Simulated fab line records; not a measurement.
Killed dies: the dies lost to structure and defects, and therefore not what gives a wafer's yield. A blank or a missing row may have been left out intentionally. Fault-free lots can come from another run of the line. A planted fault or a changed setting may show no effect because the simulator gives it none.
Split-lot study | flow n5 finfet | 21 wafers read across 7 lots, on a route 1938 steps long

THE SPLIT ITSELF
At N5_BEOL_M3_COAT_62 (time 60 s, resist thk 12 nm), the setting spin rpm was moved away from the recipe's 1500 rpm on 3 of the 21 wafers read, by -5.1% to +11.1%. The other wafers ran this setting at the recipe's value.

FROM THE SPLIT TO THE READING: what the file shows between them, 4 steps
- N5_BEOL_M3_COAT_73: time 60 s, resist thk 5 nm
- N5_BEOL_M3_COAT_05: resist thk 30 nm
- N5_BEOL_M3_DESCUM_16: chemistry O2, time 7 s
- N5_BEOL_M3_ETCH_74: etches underlayer in N2/H2, target depth 6.5 nm, time 5.2 s

THE READING
etch.depth nm (the simulator's own value, which no gauge read), in nm, at N5_BEOL_M3_ETCH_63 (etches SiARC in CF4, target depth 15.6 nm, time 26 s). The file does not state a usual value for it. Across the 18 wafers here that went through the recipe, the average is 11.96 nm and the standard deviation 0.055 nm.

wafer  | tool, chamber at the split | spin rpm as run, rpm | against the recipe | etch.depth nm, nm | against lot-mates on the recipe
L076.1 | litho track-05, 0          | 1500                 | recipe             | 11.95             | -
L076.4 | litho track-05, 0          | 1500                 | recipe             | 11.94             | -
L076.6 | litho track-05, 0          | 1667                 | +11.1%             | 11.35             | -0.60
L079.1 | litho track-03, 0          | 1500                 | recipe             | 11.95             | -
L079.6 | litho track-03, 0          | 1500                 | recipe             | 11.95             | -
L079.3 | litho track-03, 0          | 1500                 | recipe             | 11.97             | -
L080.1 | litho track-03, 0          | 1500                 | recipe             | 11.91             | -
L080.3 | litho track-03, 0          | 1500                 | recipe             | 11.87             | -
L080.4 | litho track-03, 0          | 1500                 | recipe             | 11.92             | -
L082.2 | litho track-05, 0          | 1500                 | recipe             | 12.03             | -
L082.3 | litho track-05, 0          | 1500                 | recipe             | 12.02             | -
L082.5 | litho track-05, 0          | 1423                 | -5.1%              | 12.36             | +0.34
L086.2 | litho track-03, 0          | 1500                 | recipe             | 11.95             | -
L086.3 | litho track-03, 0          | 1500                 | recipe             | 11.97             | -
L086.5 | litho track-03, 0          | 1500                 | recipe             | 11.99             | -
L089.2 | litho track-03, 0          | 1500                 | recipe             | 11.92             | -
L089.6 | litho track-03, 0          | 1500                 | recipe             | 11.92             | -
L089.4 | litho track-03, 0          | 1500                 | recipe             | 11.91             | -
L090.1 | litho track-01, 0          | 1591                 | +6.1%              | 11.72             | -0.35
L090.5 | litho track-01, 0          | 1500                 | recipe             | 12.07             | -
L090.6 | litho track-01, 0          | 1500                 | recipe             | 12.08             | -

FIT RESULTS
A straight line over all 21 wafers: etch.depth nm changes by -0.0559 nm for each +1% of spin rpm; r = -0.94; the points scatter about the line by 0.063 nm.
The same after taking each lot's own level away (the mean of its wafers on the recipe; 21 wafers): -0.0563 nm for each +1%; r = -0.99; scatter 0.017 nm.
The reading moves by 0.63 nm for the largest change in spin rpm, on that fit.
Measured against the standard deviation above, the lots' own levels, which go from 11.900 to 12.075 nm, span 3.2 times it.
The two slopes are in agreement: the lot-to-lot level therefore moves the slope only a little.
Check: for one of the wafers moved furthest among these (+11.1%), held out of the fit, the line's prediction against its lot-mates is -0.681 nm. It came out at -0.595 nm against them.

ADDITIONAL SPLITS CARRIED BY THESE WAFERS
Note: prior to the reading, these wafers also went through further splits. Each is held against what the fit with the lots' levels taken away leaves over:
other split on the same wafers | wafers away from the commonest value | r with etch.depth nm (lot level and that fit taken away)
N5_BEOL_M1_ETCH_64 source w    | 10                                   | -0.26
N5_BEOL_M1_COAT_22 spin rpm    | 7                                    | -0.46
N5_BEOL_M2_DESCUM_16 time s    | 7                                    | +0.12
N5_BEOL_M2_ETCH_64 source w    | 8                                    | -0.16

THE WHOLE CHAIN: every reading that the file lists as answering this split, in the file's order
step               | what it does                                         | reading                                                                          | change (the file's fit)                | r (the file's)
N5_BEOL_M3_COAT_62 | time 60 s, resist thk 12 nm                          | SiARC_of_BEOL_M3_COAT_62.thk nm (the simulator's own value, which no gauge read) | -0.0532 nm for each +1% of the setting | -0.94
N5_BEOL_M3_ETCH_63 | etches SiARC in CF4, target depth 15.6 nm, time 26 s | etch.depth nm (the simulator's own value, which no gauge read)                   | -0.0564 nm for each +1% of the setting | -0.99

FILE'S OWN FIT
etch.depth nm changes by -0.0564 nm for each +1% of spin rpm, r = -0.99.
